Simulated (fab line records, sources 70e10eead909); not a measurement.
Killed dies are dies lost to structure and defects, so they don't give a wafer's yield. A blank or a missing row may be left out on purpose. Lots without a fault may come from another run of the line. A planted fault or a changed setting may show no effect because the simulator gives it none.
Which tool did it? | flow nand_harc | 6 lots, 18 wafers sampled, at 2 steps of a route of 1159

WHAT THE GAUGES READ, wafer by wafer
NHARC_P_ZERO_WELL_CD_MEAS_52: target cd 2000 nm.
lot  | measured    | on        | cd_nm (nm)
L732 | day 1 23:56 | cd_sem-01 | 1999.7 1997.2 2000.0
L738 | day 3 11:38 | cd_sem-01 | 1950.0 1948.3 1953.4
L746 | day 5 11:55 | cd_sem-01 | 1994.0 1999.9 1998.9
L749 | day 6 05:52 | cd_sem-03 | 2002.4 1996.5 2001.1
L751 | day 6 17:29 | cd_sem-02 | 2001.0 2000.5 2003.6
L754 | day 7 11:29 | cd_sem-03 | 1999.4 1996.8 1999.7

WHICH TOOL RAN EACH LOT (tool, then ch and the chambers of the sampled wafers, then the start)
lot  | NHARC_P_ZERO_WELL_EXPOSE_49
L732 | krf_scanner-03 ch 0, day 1 23:46
L738 | krf_scanner-03 ch 0, day 3 11:29
L746 | krf_scanner-04 ch 0, day 5 11:45
L749 | krf_scanner-03 ch 0, day 6 05:43
L751 | krf_scanner-02 ch 0, day 6 17:20
L754 | krf_scanner-03 ch 0, day 7 11:20
- NHARC_P_ZERO_WELL_EXPOSE_49: exposes mask P HVPW, target cd 2000 nm.

THE ANSWER, worked out from the rows above alone
Rule: what is usual is taken from the lots themselves. Put in order of their means at a reading, lots are off if they are a third of the lots or fewer, leave a main group of 4 or more, and stand apart from it by a gap of 3 or more times the standard deviation of the main group's means; of several such gaps the widest counts. A main group whose means are all the same, to the digits that the tables above print for the reading, isn't used. A lot without any number at a reading at which 4 lots or more have one is off too. The other lots that the step has rows for count as sound.
Off: L738, at NHARC_P_ZERO_WELL_CD_MEAS_52 (cd_nm). The main group: mean 1999.4 nm, standard deviation 1.4.
A tool fits if, at a process step before that reading, it ran every lot that is off, and no sound lot after the first of them. The gauges at NHARC_P_ZERO_WELL_CD_MEAS_52 are tried like those tools. None of those tried fits.

WHAT THE SIMULATOR HAD PUT IN
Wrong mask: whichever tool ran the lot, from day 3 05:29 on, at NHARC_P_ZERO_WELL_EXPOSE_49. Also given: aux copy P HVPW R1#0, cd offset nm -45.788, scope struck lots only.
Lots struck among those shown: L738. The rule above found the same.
